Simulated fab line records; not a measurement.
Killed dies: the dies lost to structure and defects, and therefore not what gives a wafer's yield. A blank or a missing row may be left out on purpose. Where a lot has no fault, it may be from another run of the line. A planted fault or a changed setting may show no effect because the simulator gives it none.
Chamber matching || flow n5_finfet || rie_diel-01 running N5_BEOL_M1_DESCUM_16: 4 sister chambers
The step chemistry O2, time 7 s. 4 wafers are shown with their chamber, then 9 later ones without.

## WAFERS, EACH WITH ITS CHAMBER
{"wafer": "L083.6", "chamber": 1, "showerhead_plenum_p_Torr (Torr)": 2.23}
{"wafer": "L087.1", "chamber": 0, "showerhead_plenum_p_Torr (Torr)": 2.23}
{"wafer": "L087.2", "chamber": 2, "showerhead_plenum_p_Torr (Torr)": 2.06}
{"wafer": "L087.3", "chamber": 3, "showerhead_plenum_p_Torr (Torr)": 2.13}

## WAFERS WITHOUT THEIR CHAMBER
{"wafer": "L087.4", "showerhead_plenum_p_Torr (Torr)": 2.23}
{"wafer": "L087.5", "showerhead_plenum_p_Torr (Torr)": 2.06}
{"wafer": "L087.6", "showerhead_plenum_p_Torr (Torr)": 2.23}
{"wafer": "L092.2", "showerhead_plenum_p_Torr (Torr)": 2.23}
{"wafer": "L092.3", "showerhead_plenum_p_Torr (Torr)": 2.06}
{"wafer": "L092.5", "showerhead_plenum_p_Torr (Torr)": 2.12}
{"wafer": "L094.2", "showerhead_plenum_p_Torr (Torr)": 2.22}
{"wafer": "L094.3", "showerhead_plenum_p_Torr (Torr)": 2.12}
{"wafer": "L094.5", "showerhead_plenum_p_Torr (Torr)": 2.12}

## CHAMBER TAKEN BY EACH
{"wafer": "L087.4", "from the rows above": "can't be placed: 0 or 1", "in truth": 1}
{"wafer": "L087.5", "from the rows above": 2, "in truth": 2}
{"wafer": "L087.6", "from the rows above": "can't be placed: 0 or 1", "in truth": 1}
{"wafer": "L092.2", "from the rows above": "can't be placed: 0 or 1", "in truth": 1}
{"wafer": "L092.3", "from the rows above": 2, "in truth": 2}
{"wafer": "L092.5", "from the rows above": 3, "in truth": 3}
{"wafer": "L094.2", "from the rows above": "can't be placed: 0 or 1", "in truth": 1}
{"wafer": "L094.3", "from the rows above": 3, "in truth": 3}
{"wafer": "L094.5", "from the rows above": 3, "in truth": 3}
5 of 9 placed correctly. Cannot be placed on the basis of these rows: 4; the candidates contain the true chamber in 4. Placed wrongly: 0.
How it was worked out, from the rows above alone: a wafer's distance from a chamber is the root of the sum, over the readings, of the square of ((its reading less the chamber's mean) divided by the reading's scatter). The wafer belongs to the nearest chamber; if the next one is less than 2 further off, it can't be placed. Each chamber's mean is taken over the wafers shown for it. The scatter: root of mean squared gap, hidden wafer to nearest shown wafer, with one shown wafer a chamber.
